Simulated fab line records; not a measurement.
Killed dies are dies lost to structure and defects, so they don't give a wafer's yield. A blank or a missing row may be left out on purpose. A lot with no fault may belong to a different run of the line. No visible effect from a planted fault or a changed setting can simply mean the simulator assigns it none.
Comparing a struck lot with a sound one    flow n5 finfet    37 out of 1938 route steps
Sound: the wafers L475.2, L475.4, L475.5. Struck: wafer L467.1 (left out: L467.6, a lot-mate that was not struck); the cause follows at the end.
Per side, at each step with rows, come the tool, then ch with its chambers, and then its first start. Under that, the readings that differ: sound wafers    struck wafers    difference of the means    sigmas: that difference in standard deviations of wafers without a fault.
alike: words and numbers the same on both sides, and readings whose means are apart by under 2 such deviations; not compared: readings that were withheld, readings missing a value for some wafer, numbers with overlapping values and no deviation given by the record, and bounds like >300 which may hide the same value.
Wherever a step has rows on one side only, a row that says differs or no value, or a row with sigmas, the two part there. Numbers that don't overlap but have no deviation are shown without sigmas and don't part them. Lack of a reading on every wafer of one side parts them only where that side has two or more wafers.

first, 9 steps without rows for these wafers: N5_MOL_CONTACT_COAG_COAT_34 (resist thk 40 nm); N5_MOL_CONTACT_COAG_EBR_36; N5_MOL_CONTACT_COAG_SOFTBAKE_35 (time 60 s); N5_MOL_CONTACT_COAG_EXPOSE_37 (exposes mask VD, defocus 0 nm); N5_MOL_CONTACT_COAG_PEB_38 (peb time 60 s); N5_MOL_CONTACT_COAG_DEVELOP_39 (develop time 30 s); N5_MOL_CONTACT_COAG_DESCUM_45 (chemistry O2, time 7 s); N5_MOL_CONTACT_COAG_ETCH_65 (etches underlayer in N2/H2, target depth 13 nm, time 10.4 s); N5_MOL_CONTACT_COAG_ETCH_66 (etches SiARC in CF4, target depth 13 nm, time 21.7 s).
N5_MOL_CONTACT_COAG_ALD_133: deposits SiO2, target thk 5 nm, pulse time 1 s, co reactant pulse time 1 s.
  sound on ald sin-01 ch 0,1,3, day 11 01:00; struck on ald sin-03 ch 3, day 8 22:10
reading                                             sound     struck  difference  sigmas
ald cycles                                          35 35 35  61      +26         
model.SiO2_of_MOL_CONTACT_COAG_ALD_133.thk nm (nm)  5 5 5     8.8     +3.8        
  alike: heater power w, precursor pulse height rel
then, 25 steps without rows for these wafers: N5_MOL_CONTACT_COAG_ETCHBACK_134 (etches SiO2 in CHF3, target depth 10 nm, time 6.7 s); N5_MOL_CONTACT_COAG_ETCH_67 (etches SOC in N2/H2, target depth 60 nm, overetch 21 nm, time 101.2 s); N5_MOL_CONTACT_COAG_STRIP_68 (strips in N2/H2); N5_MOL_CONTACT_COAG_STRIP_69 (strips in N2/H2); N5_MOL_CONTACT_COAG_ETCHBACK_136 (etches SiO2 in CHF3, target depth 25 nm, time 16.7 s); N5_MOL_CONTACT_COAG_STRIP_120 (strips in CHF3); N5_MOL_CONTACT_COAG_VIA_ETCH_117 (etches SiO2 in C4F6/O2, target depth 40 nm, overetch 8 nm, time 26 s); N5_MOL_CONTACT_COAG_ETCH_124 (etches SiNx in CH3F/O2, stops on SiOC, target depth 6.5 nm); N5_MOL_CONTACT_COAG_ETCH_48 (etches SiOC in C4F6/O2, target depth 15 nm, overetch 4.5 nm, time 17 s); N5_MOL_CONTACT_COAG_STRIP_72 (strips in N2/H2); N5_MOL_CONTACT_COAG_STRIP_49 (strips in N2/H2, time 30 s); N5_MOL_CONTACT_COAG_PRECLEAN_138 (cleans in alkaline clean, time 60 s); N5_MOL_CONTACT_COAG_SRD_139 (time 30 s); N5_MOL_CONTACT_COAG_PRE_CLEAN_121; N5_MOL_CONTACT_COAG_CVD_140 (deposits W, target thk 66.5 nm, time 215 s); N5_MOL_CONTACT_COAG_PRECLEAN_127 (cleans in DIW, time 57.5 s); N5_MOL_CONTACT_COAG_SRD_128 (dry time 32 s); N5_MOL_CONTACT_COAG_CMP_52 (polishes, stops on SiO2, t overpolish 1.5 s, target thk 66.5 nm); N5_MOL_CONTACT_COAG_ANNEAL_112 (time 1800 s); N5_BEOL_M0_SAQP_PECVD_00 (deposits SiCN from 3MS/NH3, target thk 8 nm, time 14 s); N5_BEOL_M0_SAQP_ILD_DEP_01 (deposits SiOC from DEMS/O2, target thk 45.419 nm, time 8.7 s); N5_BEOL_M0_SAQP_HM_DEP_02 (deposits TiN, target thk 12 nm); N5_BEOL_M0_SAQP_PECVD_03 (deposits SiCN from 3MS/NH3, target thk 12 nm, time 21.1 s); N5_BEOL_M0_SAQP_PECVD_96 (deposits a-Si from SiH4/He, target thk 45 nm, time 45.2 s); N5_BEOL_M0_SAQP_PECVD_97 (deposits SiNx from SiH4/NH3/N2, target thk 23 nm, time 19.9 s).
N5_BEOL_M4_RC_MEAS_101:
  the record has rows for the sound wafers here (prober-02 ch 0, day 14 10:56) and none for the struck ones
-- the record jumps here: 8 days lie between the struck wafers' starts before and after (it left off in module BEOL_M4 and takes up again in module PASSIVATION, whose first step shown is number 1936 of the route) --
N5_PASSIVATION_PROBE_49:
  record: rows for the struck wafers here (prober-02, day 16 11:19), none for the sound ones

## WHERE THEY PART
Earliest at N5_BEOL_M4_RC_MEAS_101; latest, in this record, at N5_PASSIVATION_PROBE_49.

WHY: what had been put in by the simulator
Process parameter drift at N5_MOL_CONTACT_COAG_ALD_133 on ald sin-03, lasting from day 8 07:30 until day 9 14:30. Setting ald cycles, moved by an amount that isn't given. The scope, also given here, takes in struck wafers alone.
